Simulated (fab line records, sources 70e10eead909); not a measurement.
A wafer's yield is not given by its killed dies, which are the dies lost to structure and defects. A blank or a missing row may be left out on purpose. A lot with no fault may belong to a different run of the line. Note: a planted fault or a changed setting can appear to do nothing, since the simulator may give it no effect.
Chamber matching	flow nandHarc	cmp-01 running NHARC_P_M1_CMP_23: 4 sister chambers
The step polishes, t overpolish 20 s, target thk 157.82 nm. 8 wafers are shown with their chamber, then 12 later ones without.

## WAFERS PAIRED WITH THEIR CHAMBERS
wafer	chamber	motorCurrentA (A)	timeToEndpointS (s)
L085.2	0	11.5	31.5
L085.1	1	11.0	26.6
L088.2	2	10.7	29.3
L088.3	3	12.6	28.1
L088.6	0	11.2	27.6
L089.2	1	11.4	26.8
L089.3	3	13.0	26.0
L089.4	2	11.1	30.4

## WAFERS WITH NO CHAMBER GIVEN
wafer	motorCurrentA (A)	timeToEndpointS (s)
L090.3	12.0	28.2
L090.4	10.7	29.7
L090.5	11.4	29.0
L093.1	10.9	32.5
L093.5	11.3	30.8
L093.6	12.8	29.5
L094.2	10.3	29.9
L094.3	12.6	29.3
L094.5	11.7	31.9
L094.1	11.6	31.2
L094.4	11.8	29.9
L094.6	12.1	31.3

## WHICH CHAMBER EACH WENT THROUGH
wafer	from the rows above	in truth
L090.3	can't be placed: 0 or 3 or 1 or 2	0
L090.4	can't be placed: 2 or 0 or 1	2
L090.5	can't be placed: 0 or 1 or 2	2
L093.1	can't be placed: 2 or 0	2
L093.5	can't be placed: 0 or 2 or 1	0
L093.6	3	3
L094.2	can't be placed: 2 or 1 or 0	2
L094.3	3	3
L094.5	can't be placed: 0 or 2 or 1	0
L094.1	can't be placed: 0 or 2 or 1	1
L094.4	can't be placed: 0 or 1 or 2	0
L094.6	can't be placed: 0 or 3 or 1 or 2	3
Placed correctly: 2 of 12. Can't be placed from these rows: 10 (the true chamber is among the candidates in 10). 0 placed wrongly.
How it was worked out, from the rows above alone: a wafer's distance from a chamber is the root of the sum, over the readings, of the square of ((its reading less the chamber's mean) divided by the reading's scatter). If the next closest chamber is less than 2 further off than the closest, the wafer can't be placed; otherwise it belongs to the closest. Each chamber's mean is taken over the wafers shown for it. The scatter: take each reading less its chamber's mean, square it, sum over the shown wafers, divide by the number of wafers less the number of chambers, and take the root.
